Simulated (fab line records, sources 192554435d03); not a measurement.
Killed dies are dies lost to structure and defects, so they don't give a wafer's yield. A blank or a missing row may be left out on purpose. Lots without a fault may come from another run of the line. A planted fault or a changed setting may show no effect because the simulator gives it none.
Which tool did it? | flow n5_finfet | 8 lots, 23 wafers sampled, at 9 steps of a route of 1938

WHAT THE GAUGES READ, wafer by wafer
N5_FIN_SAQP_CD_MEAS_16: target cd 35.6 nm.
lot  | measured    | on        | cd_nm (nm)
L380 | day 2 03:47 | cd_sem-03 | 36.0 35.6 35.7
L381 | day 2 10:17 | cd_sem-01 | 36.2 35.9 36.1
L385 | day 3 09:58 | cd_sem-03 | 35.5 35.5
L392 | day 5 04:23 | cd_sem-01 | 35.5 35.4 35.4
L398 | day 6 15:58 | cd_sem-03 | 35.1 35.7 35.5
L399 | day 6 21:41 | cd_sem-03 | 35.2 35.0 35.8
L401 | day 7 09:22 | cd_sem-02 | 36.4 35.6 35.7
L402 | day 7 15:22 | cd_sem-01 | 35.3 35.3 35.4

N5_FIN_SAQP_INSPECT_18: inspects for defects (brightfield).
lot  | measured    | on                | raw_defect_count
L380 | day 2 03:50 | defect_inspect-01 | 451 370 554
L381 | day 2 10:21 | defect_inspect-02 | 252 320 356
L385 | day 3 10:01 | defect_inspect-02 | 620 541
L392 | day 5 04:26 | defect_inspect-02 | 531 859 422
L398 | day 6 16:02 | defect_inspect-01 | 446 421 512
L399 | day 6 21:45 | defect_inspect-02 | 353 433 560
L401 | day 7 09:26 | defect_inspect-02 | 457 413 490
L402 | day 7 15:26 | defect_inspect-01 | 448 520 414

N5_FIN_SAQP_INSPECT_40: inspects for defects (brightfield).
lot  | measured    | on                | raw_defect_count
L380 | day 2 08:28 | defect_inspect-01 | 455 281 391
L381 | day 2 14:47 | defect_inspect-01 | 151 160 134
L385 | day 3 15:31 | defect_inspect-02 | 195 230
L392 | day 5 09:31 | defect_inspect-02 | 423 537 290
L398 | day 6 21:19 | defect_inspect-02 | 261 183 246
L399 | day 7 02:02 | defect_inspect-01 | 248 320 284
L401 | day 7 13:44 | defect_inspect-01 | 246 277 269
L402 | day 7 20:09 | defect_inspect-02 | 335 151 273

N5_FIN_CUT_INSPECT_10: inspects for defects (brightfield).
lot  | measured    | on                | raw_defect_count
L380 | day 2 08:59 | defect_inspect-01 | 70 66 67
L381 | day 2 15:11 | defect_inspect-02 | 27 43 25
L385 | day 3 16:02 | defect_inspect-02 | 35 42
L392 | day 5 10:56 | defect_inspect-02 | 61 319 54
L398 | day 6 21:42 | defect_inspect-01 | 51 23 43
L399 | day 7 02:32 | defect_inspect-01 | 44 54 43
L401 | day 7 14:07 | defect_inspect-01 | 57 44 63
L402 | day 7 20:40 | defect_inspect-01 | 56 31 50

N5_FIN_CUT_INSPECT_17: inspects for defects (brightfield).
lot  | measured    | on                | raw_defect_count
L380 | day 2 09:55 | defect_inspect-01 | 433 287 358
L381 | day 2 16:47 | defect_inspect-01 | 167 168 120
L385 | day 3 17:00 | defect_inspect-01 | 212 217
L392 | day 5 12:00 | defect_inspect-01 | 411 555 298
L398 | day 6 22:48 | defect_inspect-02 | 263 172 236
L399 | day 7 03:29 | defect_inspect-02 | 256 337 295
L401 | day 7 15:05 | defect_inspect-01 | 260 274 276
L402 | day 7 21:45 | defect_inspect-01 | 342 155 262

N5_BEOL_M4_RC_MEAS_101.
lot  | measured     | on        | DIBL_N (mV/V)  | DIBL_P (mV/V)  | IOFF_N (nA/um)    | IOFF_P (nA/um) | ION_N (uA/um) | ION_P (uA/um) | SS_N (mV/dec)  | SS_P (mV/dec)  | VT_N (mV)   | VT_P (mV)
L380 | day 9 11:49  | prober-02 | 36.7 36.7 33.5 | 35.8 35.5 31.3 | 0.154 0.141 0.101 | 0.20 0.19 0.15 | 674 657 650   | 462 454 450   | 72.0 71.0 71.0 | 73.0 73.0 72.1 | 251 254 255 | -253 -254 -256
L381 | day 9 13:56  | prober-02 | 37.0 35.3 35.9 | 37.4 34.5 34.9 | 0.162 0.136 0.135 | 0.21 0.17 0.18 | 683 675 659   | 468 464 451   | 70.9 71.0 70.8 | 74.1 72.6 73.1 | 248 249 252 | -250 -253 -255
L385 | day 10 23:28 | prober-02 | 36.8 34.7      | 37.0 35.1      | 0.170 0.134       | 0.20 0.18      | 665 667       | 449 457       | 71.2 71.4      | 73.4 73.4      | 247 253     | -253 -252
L392 | day 11 22:16 | prober-02 | 37.8 36.2 37.5 | 39.2 37.3 38.8 | 0.176 0.152 0.176 | 0.22 0.19 0.21 | 676 668 679   | 456 456 458   | 71.8 71.5 72.1 | 73.7 73.2 73.5 | 249 251 249 | -252 -254 -252
L398 | day 14 05:24 | prober-02 | 35.8 33.6 34.9 | 34.9 31.3 33.4 | 0.155 0.109 0.135 | 0.19 0.14 0.17 | 680 653 674   | 462 449 463   | 71.8 71.5 71.9 | 72.8 73.0 72.8 | 249 257 250 | -252 -256 -253
L399 | day 14 16:58 | prober-02 | 35.5 36.1 35.4 | 33.7 34.1 33.8 | 0.136 0.144 0.135 | 0.21 0.21 0.20 | 674 661 664   | 473 459 459   | 70.9 71.4 71.3 | 72.8 73.5 73.4 | 254 251 251 | -250 -246 -247
L401 | day 15 06:46 | prober-01 | 35.3 35.7 37.0 | 36.1 36.1 37.1 | 0.156 0.171 0.177 | 0.23 0.22 0.23 | 681 677 676   | 467 468 465   | 71.0 71.2 71.9 | 73.7 74.0 74.4 | 248 249 251 | -249 -250 -250
L402 | day 15 11:20 | prober-02 | 34.3 31.8 33.2 | 34.4 30.1 32.1 | 0.129 0.087 0.113 | 0.17 0.11 0.14 | 655 632 658   | 454 435 449   | 70.4 71.7 71.2 | 72.7 71.6 72.2 | 250 259 255 | -253 -261 -258

WHICH TOOL RAN EACH LOT (tool, then ch and the chambers of the sampled wafers, then the start)
lot  | N5_FIN_SAQP_ALD_61               | N5_FIN_SAQP_MANDREL_ETCH_22     | N5_FIN_SAQP_SPACER1_ALD_24
L380 | ald_sin-02 ch 1,2,3, day 2 02:34 | rie_si-04 ch 1,2,3, day 2 04:10 | ald_sin-01 ch 0,1, day 2 04:59
L381 | ald_sin-02 ch 0,1,3, day 2 09:04 | rie_si-01 ch 0,2,3, day 2 10:40 | ald_sin-01 ch 0,2,3, day 2 11:45
L385 | ald_sin-02 ch 0,1, day 3 08:49   | rie_si-04 ch 0,3, day 3 10:22   | ald_sin-02 ch 2,3, day 3 12:49
L392 | ald_sin-02 ch 0,1,3, day 5 03:09 | rie_si-04 ch 0,1,2, day 5 04:46 | ald_sin-01 ch 0,2,3, day 5 05:34
L398 | ald_sin-01 ch 2,3, day 6 14:46   | rie_si-04 ch 1,2, day 6 16:22   | ald_sin-01 ch 2,3, day 6 17:10
L399 | ald_sin-01 ch 0,2,3, day 6 20:25 | rie_si-04 ch 2,3, day 6 22:04   | ald_sin-01 ch 0,1,2, day 6 22:59
L401 | ald_sin-01 ch 0,1,2, day 7 08:11 | rie_si-01 ch 0,1,2, day 7 09:46 | ald_sin-02 ch 0,1,3, day 7 10:34
L402 | ald_sin-01 ch 1,3, day 7 14:16   | rie_si-04 ch 0,1, day 7 16:08   | ald_sin-02 ch 0,3, day 7 16:56
- N5_FIN_SAQP_ALD_61: deposits SiO2, target thk 4 nm, pulse time 1 s, purge time 2 s.
- N5_FIN_SAQP_MANDREL_ETCH_22: etches a-Si in HBr/Cl2, stops on SiNx, target depth 60 nm, bt time 10 s, time 30 s.
- N5_FIN_SAQP_SPACER1_ALD_24: deposits SiO2, target thk 20.3 nm, pulse time 1 s, purge time 2 s.

WHAT THE TOOLS THEMSELVES READ (means of the sampled wafers that have a number; where no wafer has one, the mark that the record gives instead)
N5_FIN_SAQP_ALD_61.
lot  | tool       | chamber_pressure_Torr (Torr) | heater_power_w (W) | precursor_pulse_height_rel | susceptor_temp_C (C)
L380 | ald_sin-02 | 1.998                        | 524                | 1.005                      | 299.79
L381 | ald_sin-02 | 2.001                        | 493                | 1.007                      | 300.01
L385 | ald_sin-02 | 1.998                        | 478                | 0.982                      | 299.78
L392 | ald_sin-02 | 2.003                        | 488                | 1.021                      | 299.89
L398 | ald_sin-01 | 2.003                        | 479                | 1.019                      | 300.14
L399 | ald_sin-01 | 1.996                        | 467                | 1.002                      | 299.94
L401 | ald_sin-01 | 2.002                        | 456                | 1.004                      | 299.96
L402 | ald_sin-01 | 1.999                        | 461                | 1.009                      | 300.01

N5_FIN_SAQP_MANDREL_ETCH_22.
lot  | tool      | drypump_motor_current_A (A) | oes_product_au (a.u.) | rf_fwd_power_W (W) | throttle_valve_pct (%)
L380 | rie_si-04 | 5.2                         | 0.781                 | 795.3              | 35.24
L381 | rie_si-01 | 6.1                         | 0.767                 | 795.0              | 35.45
L385 | rie_si-04 | 5.4                         | 0.768                 | 796.2              | 35.38
L392 | rie_si-04 | 5.5                         | 0.778                 | 796.8              | 35.27
L398 | rie_si-04 | 5.3                         | 0.780                 | 796.2              | 35.27
L399 | rie_si-04 | 5.1                         | 0.773                 | 795.2              | 35.38
L401 | rie_si-01 | 5.6                         | 0.768                 | 794.7              | 35.54
L402 | rie_si-04 | 5.7                         | 0.761                 | 793.2              | 35.29

N5_FIN_SAQP_SPACER1_ALD_24.
lot  | tool       | chamber_pressure_Torr (Torr) | heater_power_w (W) | precursor_pulse_height_rel | susceptor_temp_C (C)
L380 | ald_sin-01 | 2.000                        | 442                | 0.992                      | 300.05
L381 | ald_sin-01 | 1.999                        | 460                | 0.987                      | 300.15
L385 | ald_sin-02 | 2.003                        | 525                | 1.012                      | 300.09
L392 | ald_sin-01 | 1.995                        | 467                | 0.986                      | 299.91
L398 | ald_sin-01 | 1.997                        | 473                | 0.982                      | 299.89
L399 | ald_sin-01 | 2.000                        | 451                | 0.988                      | 300.09
L401 | ald_sin-02 | 1.999                        | 492                | 0.987                      | 299.93
L402 | ald_sin-02 | 1.999                        | 467                | 1.011                      | 300.15

THE ANSWER, worked out from the rows above alone
Rule: what is usual is taken from the lots themselves. Put in order of their means at a reading, lots are off if they are a third of the lots or fewer, leave a main group of 4 or more, and stand apart from it by a gap of 3 or more times the standard deviation of the main group's means; of several such gaps the widest counts. A main group whose means are all the same, to the digits that the tables above print for the reading, isn't used. A lot without any number at a reading at which 4 lots or more have one is off too. The other lots that the step has rows for count as sound. The gauges are gone through in route order, then the tools' own readings, and for those a lot's mean is taken as printed above. The first step at which some lot is off is used, and at that step the reading that is off furthest; a lot without a number counts as furthest.
Off: L392, at N5_FIN_CUT_INSPECT_10 (raw_defect_count). The main group: mean 46, standard deviation 11.
A tool fits if, at a process step before that reading, it ran every lot that is off, and no sound lot after the first of them. The gauges at N5_FIN_CUT_INSPECT_10 are tried like those tools. Can't be told from this: 2 tools fit, ald_sin-02 at N5_FIN_SAQP_ALD_61, defect_inspect-02 at N5_FIN_CUT_INSPECT_10.

WHAT THE SIMULATOR HAD PUT IN
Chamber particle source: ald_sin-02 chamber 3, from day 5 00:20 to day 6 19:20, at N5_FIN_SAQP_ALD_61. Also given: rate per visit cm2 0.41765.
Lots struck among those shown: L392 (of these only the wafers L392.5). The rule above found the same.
